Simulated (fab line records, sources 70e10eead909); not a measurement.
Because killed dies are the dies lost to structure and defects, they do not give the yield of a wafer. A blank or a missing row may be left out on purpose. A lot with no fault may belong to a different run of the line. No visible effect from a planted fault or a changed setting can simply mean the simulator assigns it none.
Matching of chambers :: flow nand-harc :: NHARC_A_STAIRCASE_ETCH_19 on rie-diel-03: 4 sister chambers
The step etches the open film in C4F8/O2, target depth 100 nm, time 40.5 s. 14 wafers are shown with their chamber, then 6 later ones without.

== EACH WAFER AND ITS CHAMBER ==
wafer: L344.1
chamber: 3
rf-vpp-V (V): 900
oes-product-au (a.u.): 0.949

wafer: L344.3
chamber: 2
rf-vpp-V (V): 887
oes-product-au (a.u.): 0.931

wafer: L344.4
chamber: 0
rf-vpp-V (V): 895
oes-product-au (a.u.): 0.955

wafer: L347.2
chamber: 0
rf-vpp-V (V): 894
oes-product-au (a.u.): 0.939

wafer: L347.3
chamber: 1
rf-vpp-V (V): 903
oes-product-au (a.u.): 0.935

wafer: L347.4
chamber: 3
rf-vpp-V (V): 899
oes-product-au (a.u.): 0.962

wafer: L350.3
chamber: 0
rf-vpp-V (V): 894
oes-product-au (a.u.): 0.938

wafer: L350.4
chamber: 1
rf-vpp-V (V): 902
oes-product-au (a.u.): 0.934

wafer: L350.5
chamber: 1
rf-vpp-V (V): 902
oes-product-au (a.u.): 0.938

wafer: L352.1
chamber: 1
rf-vpp-V (V): 901
oes-product-au (a.u.): 0.927

wafer: L352.4
chamber: 2
rf-vpp-V (V): 887
oes-product-au (a.u.): 0.926

wafer: L352.5
chamber: 2
rf-vpp-V (V): 886
oes-product-au (a.u.): 0.927

wafer: L355.2
chamber: 3
rf-vpp-V (V): 900
oes-product-au (a.u.): 0.955

wafer: L355.3
chamber: 1
rf-vpp-V (V): 903
oes-product-au (a.u.): 0.943

SIGNATURES (averages over the wafers above)
reading: rf-vpp-V
chamber 0: 894.33
chamber 1: 902.20
chamber 2: 886.67
chamber 3: 899.67
scatter within a chamber: 0.693

reading: oes-product-au
chamber 0: 0.94400
chamber 1: 0.93540
chamber 2: 0.92800
chamber 3: 0.95533
scatter within a chamber: 0.00646
Rule: a wafer lies at a distance from a chamber equal to the root of the sum of squares, over the readings, of (its reading less the chamber's mean, divided by the reading's scatter). If the next closest chamber is less than 2 further off than the closest, the wafer can't be placed; otherwise it belongs to the closest. The scatter: take each reading less its chamber's mean, square it, sum over the shown wafers, divide by the number of wafers less the number of chambers, and take the root.

== WAFERS WHOSE CHAMBER IS MISSING ==
wafer: L355.4
rf-vpp-V (V): 886
oes-product-au (a.u.): 0.942

wafer: L357.3
rf-vpp-V (V): 886
oes-product-au (a.u.): 0.937

wafer: L357.4
rf-vpp-V (V): 894
oes-product-au (a.u.): 0.942

wafer: L357.6
rf-vpp-V (V): 899
oes-product-au (a.u.): 0.926

wafer: L359.5
rf-vpp-V (V): 896
oes-product-au (a.u.): 0.963

wafer: L363.4
rf-vpp-V (V): 906
oes-product-au (a.u.): 0.949

== WHICH CHAMBER EACH ONE RAN IN ==
wafer: L355.4
from the rows above: 2
in truth: 2

wafer: L357.3
from the rows above: 2
in truth: 2

wafer: L357.4
from the rows above: 0
in truth: 0

wafer: L357.6
from the rows above: can't be placed: 3 or 1
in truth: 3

wafer: L359.5
from the rows above: can't be placed: 0 or 3
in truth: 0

wafer: L363.4
from the rows above: 1
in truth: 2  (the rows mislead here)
Correctly placed: 3 of 6. Can't be placed from these rows: 2 (the true chamber is among the candidates in 2). Wrongly placed: 1.
